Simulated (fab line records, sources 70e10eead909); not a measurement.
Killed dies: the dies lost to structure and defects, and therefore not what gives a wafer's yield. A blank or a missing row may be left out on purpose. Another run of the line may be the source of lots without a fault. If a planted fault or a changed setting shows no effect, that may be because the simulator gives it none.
2 desks, one fault    flow nand-harc    each desk holds nothing but its own numbers, with what lay behind them at the end

## AT THE METROLOGY DESK
What the gauges read, lot by lot, whatever tool the lot ran on: means of the sampled wafers that have a number. A lot is out of limits, marked OUT, if its mean lies more than 4 standard deviations from the usual mean; the brackets give that distance.
Columns: A = cd-nm at NHARC_P_STI_CD_MEAS_16, usual 198 nm
lot   first seen here  A
L874  day 2 08:01      198
L875  day 2 17:46      201
L876  day 3 03:12      200
L877  day 3 03:41      202
L878  day 3 14:06      197
L882  day 4 13:03      199
L883  day 4 20:41      198
L884  day 4 20:52      197
L887  day 5 19:04      200
L889  day 6 10:54      199
L893  day 7 05:37      197
L895  day 7 17:32      196
This desk's finding: nothing out of limits on any of the 12 lots.

## AT THE TOOL OWNER'S DESK: rie-diel-08
The tool's own readings at NHARC_P_STI_ETCH_42 (etches the open film in N2/H2, target depth 80 nm, overetch 24 nm, time 61 s): means of the sampled wafers that have a number, for each lot that ran on this tool. A lot is out of limits, marked OUT, if its mean lies more than 4 standard deviations from the usual mean; the brackets give that distance.
Columns: A = drypump-motor-current-A at NHARC_P_STI_ETCH_42, usual 5.6 A; B = oes-product-au at NHARC_P_STI_ETCH_42, usual 0.997 a.u.; C = rf-vpp-V at NHARC_P_STI_ETCH_42, usual 430.5 V; D = showerhead-plenum-p-Torr at NHARC_P_STI_ETCH_42, usual 2.04 Torr; E = throttle-valve-pct at NHARC_P_STI_ETCH_42, usual 14.172 %
lot   first seen here  A    B      C      D     E
L874  day 2 07:40      5.7  1.010  429.2  1.99  14.169
L877  day 3 03:18      5.8  0.994  429.8  2.03  14.172
L878  day 3 13:45      5.7  1.000  429.5  2.01  14.168
L882  day 4 12:42      5.7  0.992  430.2  2.01  14.175
L884  day 4 20:31      5.7  0.992  430.7  2.03  14.172
L887  day 5 18:43      5.7  0.966  430.5  2.03  14.172
L893  day 7 05:14      5.8  0.966  428.5  1.98  14.169
This desk's finding: nothing out of limits on any of the 7 lots.

## TAKEN TOGETHER
From the metrology desk's view, nothing was out of limits.
The desk of the tool owner found nothing out of limits.

## WHAT HAD BEEN PUT IN BY THE SIMULATOR
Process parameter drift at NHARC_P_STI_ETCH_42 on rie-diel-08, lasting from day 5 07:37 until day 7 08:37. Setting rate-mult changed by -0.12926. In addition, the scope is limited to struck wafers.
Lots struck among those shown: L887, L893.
